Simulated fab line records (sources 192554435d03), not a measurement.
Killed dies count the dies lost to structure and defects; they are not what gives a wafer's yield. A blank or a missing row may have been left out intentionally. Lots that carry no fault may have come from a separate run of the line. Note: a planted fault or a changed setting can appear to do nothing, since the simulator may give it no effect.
fab line records -- flow n5Finfet -- part 1 of 2: steps 1 to 13 of 30
record lots=5, wafers=15, lastDay=17
route steps=1938 shown FIN_SAQP@135 FIN_CUT@154
lots that met no fault: from a run of the same line without faults
startH: the number of hours between the record's first day and the start of the first shown wafer of the lot -- waitH: hours elapsed since this lot's preceding step -- " same as the row above -- L1.1+2: a single row standing in for several wafers -- - no value, or no start was given -- * or withheld: withheld -- < > ~ a bound
route shown NAME@n: a module of which the file shows steps, and the number in the route of the first -- usual: mean/standard deviation taken from wafers without a fault -- same: alike in all rows -- chamber/n: place in a boat -- sites: the reading at each site -- _std_site: their standard deviation -- _edge_site: the outer-site mean with the inner-site mean subtracted -- radiusMm: how far each site lies from the wafer's centre -- mask NAME#n: copy n -- behind: the last tool/chamber to shape the wafer -- hold: reason for holding the lot/hours on hold/outcome of the hold -- device: transistor that didn't switch, given as n, p or np -- end of line: the tests these same wafers got at the end of their route -- a step given without rows: its recipe and nothing more -- killed: dies that structure and defects cost at the first sort, which is not the same as the wafer's yield -- map: dies across one wafer; x = killed, . = not, _ = none there
set.NAME: the setting the step ran with; set.NAME@STEP: the setting that earlier step ran with -- model.NAME: the simulator's own value behind a step, which no gauge read
a table for each step, a row for each wafer; lots at some steps of the route
services: the hour from which a tool's chamber was out of use, counted from the record's first day as startH (under 0 if before that day), plus the number of hours and why
## steps
# step N5_FIN_SAQP_ETCH_67
# recipe chemistry=CH3F/O2, target=SiNx, targetDepthA=300, maskMaterial=SOC, pressureMtorr=30, sourceW=395, biasW=73, Ar_flow_sccm=150, CH3F_flow_sccm=30, O2_flow_sccm=20, ionEnergyEv=120
# usual CH3F_flow_sccm=29.99/0.088, O2_flow_sccm=20.01/0.062, drypumpMotorCurrentA=5.7/0.51, oes_ar_750_au=0.83/0.096, oesProductAu=0.83/0.1, rfVppV=297/9.4, showerheadPlenumPTorr=1.99/0.048, throttleValvePct=16.40/0.23
lot.wafer,tool,chamber,startH,waitH,CH3F_flow_sccm,O2_flow_sccm,drypumpMotorCurrentA,oes_ar_750_au,oesProductAu,rfHoursCounterH,rfVppV,showerheadPlenumPTorr,throttleValvePct
L074.1,rieDiel-04,0,25.30,0.0,29.98,20.05,5.9,0.83,0.83,74,287,1.93,16.13
L074.5,rieDiel-04,0,25.30,0.0,29.99,19.99,5.9,0.83,0.83,-,286,1.93,16.14
L074.6,rieDiel-04,3,25.30,0.0,30.07,20.06,6.0,0.68,0.68,-,307,1.97,16.44
L079.3,rieDiel-01,1,57.25,0.0,30.08,19.98,5.7,0.72,0.71,183,302,1.99,16.92
L079.4,rieDiel-01,2,57.25,0.0,29.81,19.93,5.3,0.80,0.80,94,279,2.13,16.49
L079.5,rieDiel-01,3,57.25,0.0,29.91,20.07,6.0,0.86,0.85,-,304,2.05,16.48
L085.1,rieDiel-05,3,91.80,0.0,29.97,19.88,5.0,0.69,0.67,248,294,1.98,16.69
L085.3,rieDiel-05,1,91.80,0.0,30.04,19.93,5.8,0.89,0.95,16,306,1.96,16.25
L085.6,rieDiel-05,2,91.80,0.0,30.14,20.03,6.7,0.73,0.72,-,289,1.98,16.66
L095.1,rieDiel-04,2,151.72,0.0,29.95,20.05,5.4,0.94,0.95,9,302,1.97,16.09
L095.3,rieDiel-04,0,151.72,0.0,29.96,20.06,5.9,0.78,0.78,115,287,1.92,16.21
L095.4,rieDiel-04,1,151.72,0.0,30.02,19.99,5.4,0.88,0.87,42,280,2.06,16.46
L097.1,rieDiel-04,2,166.64,0.0,29.91,20.02,5.3,0.93,0.93,14,303,1.97,16.11
L097.3,rieDiel-04,1,166.64,0.0,29.97,20.01,5.4,0.87,0.85,48,277,2.06,16.45
L097.5,rieDiel-04,1,166.64,0.0,30.06,20.05,5.4,0.87,0.85,-,279,2.06,16.47
# step N5_FIN_SAQP_STRIP_70
# recipe chemistry=N2/H2, powerW=500, tempC=40, pressureMtorr=50, rfFrequencyHz=6e+07, overashFraction=0.3, biasPowerW=28, h2Frac=0.5, n2FlowSccm=300, h2FlowSccm=300
# usual drypumpMotorCurrentA=5.7/0.51, oesProductAu=0.84/0.1, rfVppV=121.8/0.94, showerheadPlenumPTorr=3.34/0.072, throttleValvePct=19.1/0.48
lot.wafer,tool,chamber,startH,waitH,drypumpMotorCurrentA,oesProductAu,rfHoursCounterH,rfVppV,showerheadPlenumPTorr,throttleValvePct
L074.1,rieDiel-04,0,25.34,0.0,6.0,0.85,74,122.0,3.30,19.3
L074.5,rieDiel-04,0,25.34,0.0,5.9,0.84,-,121.0,3.30,19.3
L074.6,rieDiel-04,3,25.34,0.0,6.0,0.68,-,122.7,3.30,18.7
L079.3,rieDiel-01,1,57.29,0.0,5.7,0.72,183,121.7,3.35,20.0
L079.4,rieDiel-01,2,57.29,0.0,5.3,0.81,94,120.9,3.53,19.2
L079.5,rieDiel-01,3,57.29,0.0,6.0,0.86,-,121.7,3.40,18.8
L085.1,rieDiel-05,3,91.84,0.0,5.0,0.68,248,122.6,3.30,19.3
L085.3,rieDiel-05,1,91.84,0.0,5.8,0.94,16,121.5,3.25,18.6
L085.6,rieDiel-05,2,91.84,0.0,6.7,0.75,-,122.0,3.38,20.1
L095.1,rieDiel-04,2,151.76,0.0,5.3,0.95,9,119.9,3.33,18.9
L095.3,rieDiel-04,0,151.76,0.0,6.0,0.80,115,121.5,3.27,19.3
L095.4,rieDiel-04,1,151.76,0.0,5.5,0.89,42,121.6,3.44,18.8
L097.1,rieDiel-04,2,166.68,0.0,5.4,0.93,14,121.3,3.33,18.9
L097.3,rieDiel-04,1,166.68,0.0,5.4,0.87,48,121.8,3.43,18.8
L097.5,rieDiel-04,1,166.68,0.0,5.4,0.88,-,122.0,3.43,18.8
# step N5_FIN_SAQP_RECESS_71
# recipe chemistry=HF/NH3, target=SiO2, targetDepthA=30, afsCycles=1, tempC=30, sublimationTempC=180, sublimationTimeS=60
# usual drypumpMotorCurrentA=5.7/0.33
# same afsCycles=1
lot.wafer,tool,chamber,startH,waitH,drypumpMotorCurrentA
L074.1,vaporEtch-02,0,25.40,0.0,6.0
L074.5,vaporEtch-02,0,25.40,0.0,5.9
L074.6,vaporEtch-02,1,25.40,0.0,5.5
L079.3,vaporEtch-01,1,57.39,0.1,5.3
L079.4,vaporEtch-01,0,57.39,0.1,6.1
L079.5,vaporEtch-01,0,57.39,0.1,6.1
L085.1,vaporEtch-01,1,91.90,0.0,5.3
L085.3,vaporEtch-01,1,91.90,0.0,5.3
L085.6,vaporEtch-01,0,91.90,0.0,6.1
L095.1,vaporEtch-01,1,151.82,0.0,5.3
L095.3,vaporEtch-01,1,151.82,0.0,5.3
L095.4,vaporEtch-01,1,151.82,0.0,5.3
L097.1,vaporEtch-01,1,166.80,0.1,5.3
L097.3,vaporEtch-01,1,166.80,0.1,5.3
L097.5,vaporEtch-01,0,166.80,0.1,6.1
# step N5_FIN_SAQP_SPACER2_ALD_28
# recipe material=SiO2, targetThkA=81, tempC=300, aldPrecursorFamily=BDEAS, aldCoReactant=O2-plasma, pulseTimeS=1, purgeTimeS=2, coReactantPurgeTimeS=2, pressureTorr=2
# usual heaterPowerW=472/41, precursorPulseHeightRel=0.999/0.018
lot.wafer,tool,chamber,startH,waitH,heaterPowerW,precursorPulseHeightRel
L074.1,aldSin-04,3,25.61,0.2,512,1.009
L074.5,aldSin-04,1,25.61,0.2,450,0.978
L074.6,aldSin-04,0,25.61,0.2,466,1.007
L079.3,aldSin-03,2,57.49,0.1,471,1.016
L079.4,aldSin-03,3,57.49,0.1,401,0.988
L079.5,aldSin-03,2,57.49,0.1,490,0.981
L085.1,aldSin-03,1,92.09,0.1,582,0.995
L085.3,aldSin-03,0,92.09,0.1,487,0.976
L085.6,aldSin-03,1,92.09,0.1,566,1.031
L095.1,aldSin-02,1,152.08,0.2,456,0.964
L095.3,aldSin-02,2,152.08,0.2,478,0.963
L095.4,aldSin-02,0,152.08,0.2,466,0.976
L097.1,aldSin-04,1,167.94,1.1,448,1.001
L097.3,aldSin-04,2,167.94,1.1,422,1.014
L097.5,aldSin-04,3,167.94,1.1,503,0.989
# step N5_FIN_SAQP_SPACER2_ETCHBACK_29
# recipe chemistry=CHF3/O2, mode=anisotropicEtchback, target=SiO2, targetDepthA=122, timeS=6.1, pressureMtorr=30, sourceW=650, biasW=170, Ar_flow_sccm=200, CHF3_flow_sccm=50, O2_flow_sccm=5, ionEnergyEv=200
# usual O2_flow_sccm=4.998/0.017, drypumpMotorCurrentA=5.7/0.48, oes_ar_750_au=0.82/0.095, oesProductAu=0.82/0.1, rfVppV=520/18, showerheadPlenumPTorr=2.42/0.063, throttleValvePct=19.00/0.23
# same timeS=6.1
lot.wafer,tool,chamber,startH,waitH,O2_flow_sccm,drypumpMotorCurrentA,oes_ar_750_au,oesProductAu,rfHoursCounterH,rfVppV,showerheadPlenumPTorr,throttleValvePct
L074.1,rieDiel-05,0,25.94,0.2,5.004,5.1,1.00,0.99,3,524,2.40,18.80
L074.5,rieDiel-05,0,25.94,0.2,5.024,5.1,0.99,0.99,-,524,2.40,18.80
L074.6,rieDiel-05,3,25.94,0.2,5.011,4.9,0.70,0.69,-,519,2.40,19.20
L079.3,rieDiel-05,3,57.82,0.2,4.995,5.0,0.69,0.67,236,518,2.40,19.18
L079.4,rieDiel-05,2,57.82,0.2,5.003,6.7,0.75,0.73,141,512,2.38,19.17
L079.5,rieDiel-05,3,57.82,0.2,5.004,5.0,0.69,0.67,-,520,2.40,19.22
L085.1,rieDiel-04,2,92.41,0.2,4.979,5.4,0.70,0.69,248,534,2.38,19.12
L085.3,rieDiel-04,1,92.41,0.2,4.997,5.4,0.92,0.91,20,491,2.49,18.97
L085.6,rieDiel-04,2,92.41,0.2,4.984,5.4,0.69,0.69,-,535,2.38,19.15
L095.1,rieDiel-01,2,152.41,0.2,4.984,5.3,0.79,0.76,127,493,2.53,19.06
L095.3,rieDiel-01,0,152.41,0.2,4.991,6.3,0.80,0.78,131,540,2.44,19.00
L095.4,rieDiel-01,1,152.41,0.2,4.995,5.8,0.70,0.69,215,529,2.38,19.52
L097.1,rieDiel-04,3,168.30,0.2,4.998,6.0,0.93,0.95,19,541,2.37,18.65
L097.3,rieDiel-04,1,168.30,0.2,5.023,5.4,0.88,0.87,48,492,2.47,19.01
L097.5,rieDiel-04,0,168.30,0.2,4.997,5.9,0.78,0.78,-,506,2.31,18.73
# step N5_FIN_SAQP_MANDREL2_REMOVE_60
# recipe chemistry=HBr/Cl2/O2, btTimeS=10, target=a-Si, stopOn=SiNx, endpoint=OES-SiCl, overEtchFrac=1, icpW=600, biasW=22, HBr_flow_sccm=150, Cl2_flow_sccm=80, O2_flow_sccm=5, pressureMtorr=10
# usual O2_flow_sccm=4.999/0.016, drypumpMotorCurrentA=5.7/0.38, oesProductAu=1.000/0.018, throttleValvePct=36.8/0.36
# same btTimeS=10
lot.wafer,tool,chamber,startH,waitH,O2_flow_sccm,drypumpMotorCurrentA,oesProductAu,rfHoursCounterH,throttleValvePct
L074.1,rieSi-01,3,26.03,0.1,5.004,5.5,0.997,98,36.5
L074.5,rieSi-01,0,26.03,0.1,4.976,5.9,0.999,-,36.8
L074.6,rieSi-01,3,26.03,0.1,5.018,5.5,0.989,-,36.5
L079.3,rieSi-04,0,57.91,0.1,5.020,6.2,1.029,73,36.9
L079.4,rieSi-04,2,57.91,0.1,4.985,5.3,0.985,34,37.2
L079.5,rieSi-04,0,57.91,0.1,5.016,6.2,1.021,-,36.9
L085.1,rieSi-05,1,92.50,0.1,4.994,4.8,1.030,92,37.5
L085.3,rieSi-05,3,92.50,0.1,4.975,5.9,1.026,126,36.7
L085.6,rieSi-05,2,92.50,0.1,4.989,5.6,0.985,-,37.2
L095.1,rieSi-05,3,152.49,0.1,4.993,5.9,1.024,127,36.7
L095.3,rieSi-05,1,152.49,0.1,5.006,4.8,1.034,-,37.5
L095.4,rieSi-05,3,152.49,0.1,4.991,5.9,1.022,-,36.7
L097.1,rieSi-04,0,168.39,0.1,4.987,6.1,1.030,75,36.9
L097.3,rieSi-04,2,168.39,0.1,4.981,5.3,0.995,36,37.2
L097.5,rieSi-04,1,168.39,0.1,4.987,6.2,0.971,-,36.5
# step N5_FIN_SAQP_CD_MEAS_31
# recipe targetCdNm=8, landingEnergyEv=1000, detector=seInlens, polarity=line
# usual cdNm=8.15/0.21
lot.wafer,tool,chamber,startH,waitH,cdNm
L074.1,cdSem-01,0,26.14,0.1,8.32
L074.5,cdSem-01,0,26.14,0.1,7.89
L074.6,cdSem-01,0,26.14,0.1,8.34
L079.3,cdSem-03,0,58.02,0.1,8.15
L079.4,cdSem-03,0,58.02,0.1,8.57
L079.5,cdSem-03,0,58.02,0.1,8.16
L085.1,cdSem-03,0,92.61,0.1,7.99
L085.3,cdSem-03,0,92.61,0.1,7.97
L085.6,cdSem-03,0,92.61,0.1,8.40
L095.1,cdSem-01,0,152.64,0.1,7.87
L095.3,cdSem-01,0,152.64,0.1,7.79
L095.4,cdSem-01,0,152.64,0.1,7.97
L097.1,cdSem-01,0,168.50,0.1,8.05
L097.3,cdSem-01,0,168.50,0.1,8.19
L097.5,cdSem-01,0,168.50,0.1,8.33
# step N5_FIN_SAQP_HM_OPEN_33
# recipe chemistry=CH3F/O2, target=SiNx, maskMaterial=SiO2, targetDepthA=494, timeS=70.6, pressureMtorr=30, sourceW=395, biasW=73, Ar_flow_sccm=150, CH3F_flow_sccm=30, O2_flow_sccm=20, ionEnergyEv=120, ends=cleared
# usual CH3F_flow_sccm=30.00/0.086, O2_flow_sccm=20.00/0.062, drypumpMotorCurrentA=5.7/0.52, etchRfOnTimeS=70.3/2.4, oes_ar_750_au=0.81/0.094, oesProductAu=0.69/0.087, rfVppV=297/8.9, showerheadPlenumPTorr=2.00/0.048, throttleValvePct=16.46/0.24
lot.wafer,tool,chamber,startH,waitH,CH3F_flow_sccm,O2_flow_sccm,drypumpMotorCurrentA,etchRfOnTimeS,oes_ar_750_au,oesProductAu,rfHoursCounterH,rfVppV,showerheadPlenumPTorr,throttleValvePct
L074.1,rieDiel-05,2,26.19,0.0,29.82,19.98,6.7,72.9,0.75,0.65,128,290,1.99,16.63
L074.5,rieDiel-05,3,26.19,0.0,29.90,20.03,4.9,74.9,0.70,0.58,-,296,1.99,16.61
L074.6,rieDiel-05,0,26.19,0.0,30.00,19.92,5.1,68.8,0.98,0.84,-,298,1.99,16.18
L079.3,rieDiel-04,2,58.07,0.0,29.88,20.03,5.4,71.0,0.71,0.60,236,301,1.98,16.55
L079.4,rieDiel-04,3,58.07,0.0,30.00,20.01,6.0,71.5,0.68,0.57,240,307,1.97,16.46
L079.5,rieDiel-04,3,58.07,0.0,30.06,19.96,6.0,69.1,0.68,0.58,-,307,1.97,16.43
L085.1,rieDiel-05,1,92.66,0.0,30.04,20.01,5.8,67.3,0.90,0.80,17,307,1.96,16.23
L085.3,rieDiel-05,0,92.66,0.0,29.90,20.07,5.1,66.2,0.92,0.78,28,297,1.98,16.24
L085.6,rieDiel-05,3,92.66,0.0,30.20,19.93,5.0,73.2,0.68,0.57,-,295,1.98,16.68
L095.1,rieDiel-01,1,152.74,0.1,29.95,19.96,5.8,71.7,0.70,0.59,215,301,1.98,16.96
L095.3,rieDiel-01,3,152.74,0.1,30.07,20.07,6.0,69.5,0.81,0.70,88,303,2.04,16.54
L095.4,rieDiel-01,0,152.74,0.1,29.98,20.05,6.3,70.5,0.80,0.68,131,306,2.03,16.42
L097.1,rieDiel-04,3,168.66,0.2,29.89,20.04,6.1,66.7,0.93,0.81,19,306,1.96,16.01
L097.3,rieDiel-04,2,168.66,0.2,30.02,19.93,5.4,68.4,0.92,0.81,15,303,1.97,16.07
L097.5,rieDiel-04,2,168.66,0.2,30.07,19.95,5.4,69.5,0.93,0.80,-,303,1.97,16.08
# step N5_FIN_SAQP_ETCH_34
# recipe chemistry=C4F6/O2, target=SiO2, targetDepthA=450, timeS=15, ionEnergyEv=250, pressureMtorr=30, sourceW=345, biasW=185, Ar_flow_sccm=300, C4F6_flow_sccm=10, O2_flow_sccm=10, ends=cleared
# usual O2_flow_sccm=10.00/0.03, drypumpMotorCurrentA=5.7/0.53, etchRfOnTimeS=15.1/0.43, oes_ar_750_au=0.80/0.094, oesProductAu=0.69/0.087, rfVppV=665/20, showerheadPlenumPTorr=2.85/0.068, throttleValvePct=21.24/0.22
lot.wafer,tool,chamber,startH,waitH,O2_flow_sccm,drypumpMotorCurrentA,etchRfOnTimeS,oes_ar_750_au,oesProductAu,rfHoursCounterH,rfVppV,showerheadPlenumPTorr,throttleValvePct
L074.1,rieDiel-05,2,26.26,0.0,10.02,6.7,15.6,0.76,0.64,128,651,2.83,21.33
L074.5,rieDiel-05,3,26.26,0.0,10.03,5.0,16.0,0.70,0.58,-,661,2.85,21.38
L074.6,rieDiel-05,0,26.26,0.0,10.03,5.1,14.6,0.99,0.85,-,667,2.84,21.08
L079.3,rieDiel-04,2,58.13,0.0,9.96,5.4,15.3,0.70,0.60,236,678,2.82,21.26
L079.4,rieDiel-04,3,58.13,0.0,10.01,6.0,15.1,0.67,0.57,240,687,2.81,21.13
L079.5,rieDiel-04,3,58.13,0.0,10.02,6.0,15.1,0.68,0.58,-,688,2.81,21.14
L085.1,rieDiel-05,1,92.73,0.0,9.99,5.8,14.5,0.90,0.80,17,688,2.79,21.00
L085.3,rieDiel-05,0,92.73,0.0,10.00,5.1,14.7,0.92,0.78,28,666,2.82,21.11
L085.6,rieDiel-05,3,92.73,0.0,10.04,5.0,15.8,0.68,0.57,-,661,2.83,21.44
L095.1,rieDiel-01,1,152.81,0.0,10.03,5.8,15.3,0.70,0.60,215,674,2.81,21.70
L095.3,rieDiel-01,3,152.81,0.0,9.98,6.0,14.9,0.81,0.70,88,683,2.91,21.42
L095.4,rieDiel-01,0,152.81,0.0,10.00,6.3,15.2,0.79,0.67,131,684,2.89,21.25
L097.1,rieDiel-04,3,168.73,0.0,10.03,6.0,14.5,0.92,0.81,19,686,2.79,20.82
L097.3,rieDiel-04,2,168.73,0.0,9.99,5.4,14.8,0.92,0.80,15,678,2.80,20.85
L097.5,rieDiel-04,2,168.73,0.0,9.98,5.4,14.9,0.92,0.80,-,679,2.80,20.84
# step N5_FIN_SAQP_STRIP_77
# recipe chemistry=N2/H2, timeS=90, powerW=100, tempC=40, pressureMtorr=100, rfFrequencyHz=6e+07, biasPowerW=3, n2FlowSccm=300, h2FlowSccm=300
# usual drypumpMotorCurrentA=5.7/0.53, oesProductAu=0.81/0.1, rfVppV=45.1/0.77, showerheadPlenumPTorr=3.37/0.073, throttleValvePct=12.3/0.34
# same timeS=90
lot.wafer,tool,chamber,startH,waitH,drypumpMotorCurrentA,oesProductAu,rfHoursCounterH,rfVppV,showerheadPlenumPTorr,throttleValvePct
L074.1,rieDiel-05,2,26.28,0.0,6.7,0.77,128,44.6,3.41,12.7
L074.5,rieDiel-05,3,26.28,0.0,5.0,0.70,-,44.9,3.33,12.5
L074.6,rieDiel-05,0,26.28,0.0,5.1,0.99,-,45.3,3.32,11.8
L079.3,rieDiel-04,2,58.16,0.0,5.4,0.70,236,46.3,3.36,12.6
L079.4,rieDiel-04,3,58.16,0.0,6.0,0.68,240,44.8,3.31,12.3
L079.5,rieDiel-04,3,58.16,0.0,6.0,0.67,-,45.2,3.31,12.3
L085.1,rieDiel-05,1,92.75,0.0,5.8,0.93,17,44.5,3.27,11.9
L085.3,rieDiel-05,0,92.75,0.0,5.1,0.92,28,45.4,3.30,11.9
L085.6,rieDiel-05,3,92.75,0.0,5.0,0.68,-,46.1,3.32,12.5
L095.1,rieDiel-01,1,152.84,0.0,5.7,0.69,215,44.6,3.35,12.9
L095.3,rieDiel-01,3,152.84,0.0,6.0,0.83,88,44.1,3.40,12.2
L095.4,rieDiel-01,0,152.84,0.0,6.4,0.78,131,44.7,3.43,12.3
L097.1,rieDiel-04,3,168.75,0.0,6.0,0.94,19,45.3,3.29,11.7
L097.3,rieDiel-04,2,168.75,0.0,5.4,0.93,15,44.4,3.35,12.0
L097.5,rieDiel-04,2,168.75,0.0,5.4,0.93,-,45.5,3.34,12.0
# step N5_FIN_SAQP_HM_CD_35
# recipe targetCdNm=8, polarity=line
# usual cdNm=8.17/0.24
lot.wafer,tool,chamber,startH,waitH,cdNm
L074.1,cdSem-03,-,26.41,0.1,8.27
L074.5,cdSem-03,-,26.41,0.1,7.85
L074.6,cdSem-03,-,26.41,0.1,8.27
L079.3,cdSem-01,-,58.29,0.1,8.27
L079.4,cdSem-01,-,58.29,0.1,8.47
L079.5,cdSem-01,-,58.29,0.1,8.66
L085.1,cdSem-02,-,92.87,0.1,7.83
L085.3,cdSem-02,-,92.87,0.1,7.75
L085.6,cdSem-02,-,92.87,0.1,8.29
L095.1,cdSem-01,-,152.96,0.1,8.19
L095.3,cdSem-01,-,152.96,0.1,8.00
L095.4,cdSem-01,-,152.96,0.1,7.91
L097.1,cdSem-02,-,168.88,0.1,8.43
L097.3,cdSem-02,-,168.88,0.1,8.39
L097.5,cdSem-02,-,168.88,0.1,8.66
# step N5_FIN_SAQP_ETCH_64
# recipe chemistry=CF4, target=SiO2, targetDepthA=15, ionEnergyEv=350, pressureMtorr=10, icpW=800, biasW=400, cf4FlowSccm=80
# usual drypumpMotorCurrentA=5.7/0.41, oesProductAu=0.999/0.027, throttleValvePct=21.79/0.14
lot.wafer,tool,chamber,startH,waitH,drypumpMotorCurrentA,oesProductAu,rfHoursCounterH,throttleValvePct
L074.1,rieSi-04,2,26.46,0.0,5.2,0.943,33,21.78
L074.5,rieSi-04,2,26.46,0.0,5.3,0.961,-,21.80
L074.6,rieSi-04,1,26.46,0.0,6.2,0.989,-,21.72
L079.3,rieSi-01,3,58.33,0.0,5.5,0.993,99,21.85
L079.4,rieSi-01,0,58.33,0.0,5.9,1.017,1,22.02
L079.5,rieSi-01,3,58.33,0.0,5.5,0.996,-,21.86
L085.1,rieSi-01,2,92.92,0.0,5.9,1.001,72,21.99
L085.3,rieSi-01,3,92.92,0.0,5.5,0.991,99,21.85
L085.6,rieSi-01,1,92.92,0.0,5.7,1.008,-,21.58
L095.1,rieSi-04,3,153.01,0.0,5.6,0.981,185,21.80
L095.3,rieSi-04,0,153.01,0.0,6.1,1.036,75,21.59
L095.4,rieSi-04,2,153.01,0.0,5.3,0.966,35,21.80
L097.1,rieSi-04,0,168.93,0.1,6.1,1.024,75,21.58
L097.3,rieSi-04,1,168.93,0.1,6.2,0.977,46,21.72
L097.5,rieSi-04,2,168.93,0.1,5.3,0.955,-,21.79
# step N5_FIN_SAQP_FIN_ETCH_36
# recipe chemistry=HBr/Cl2/O2, targetDepthA=1200, maskMaterial=SiNx, timeS=50.4, biasW=102, pressureMtorr=10, icpW=800, HBr_flow_sccm=150, Cl2_flow_sccm=80, O2_flow_sccm=12
# usual O2_flow_sccm=11.99/0.034, drypumpMotorCurrentA=5.7/0.4, oesProductAu=1.001/0.021, throttleValvePct=36.1/0.45
# same timeS=50.4
lot.wafer,tool,chamber,startH,waitH,O2_flow_sccm,drypumpMotorCurrentA,oesProductAu,rfHoursCounterH,throttleValvePct
L074.1,rieSi-04,2,26.48,0.0,11.99,5.3,0.964,33,36.6
L074.5,rieSi-04,2,26.48,0.0,11.99,5.3,0.972,-,36.6
L074.6,rieSi-04,1,26.48,0.0,11.94,6.2,0.995,-,35.8
L079.3,rieSi-01,3,58.35,0.0,11.98,5.5,0.989,99,35.8
L079.4,rieSi-01,0,58.35,0.0,12.01,5.8,1.011,1,36.0
L079.5,rieSi-01,3,58.35,0.0,11.98,5.5,0.998,-,35.8
L085.1,rieSi-01,2,92.94,0.0,11.99,5.9,0.998,72,36.5
L085.3,rieSi-01,3,92.94,0.0,12.00,5.5,0.988,99,35.8
L085.6,rieSi-01,1,92.94,0.0,11.97,5.7,1.035,-,35.8
L095.1,rieSi-04,3,153.03,0.0,11.97,5.6,0.997,185,36.0
L095.3,rieSi-04,0,153.03,0.0,12.02,6.1,1.039,75,36.2
L095.4,rieSi-04,2,153.03,0.0,12.00,5.3,0.978,35,36.5
L097.1,rieSi-04,0,168.95,0.0,11.98,6.1,1.035,75,36.2
L097.3,rieSi-04,1,168.95,0.0,11.96,6.1,0.988,46,35.8
L097.5,rieSi-04,2,168.95,0.0,11.98,5.3,0.973,-,36.6
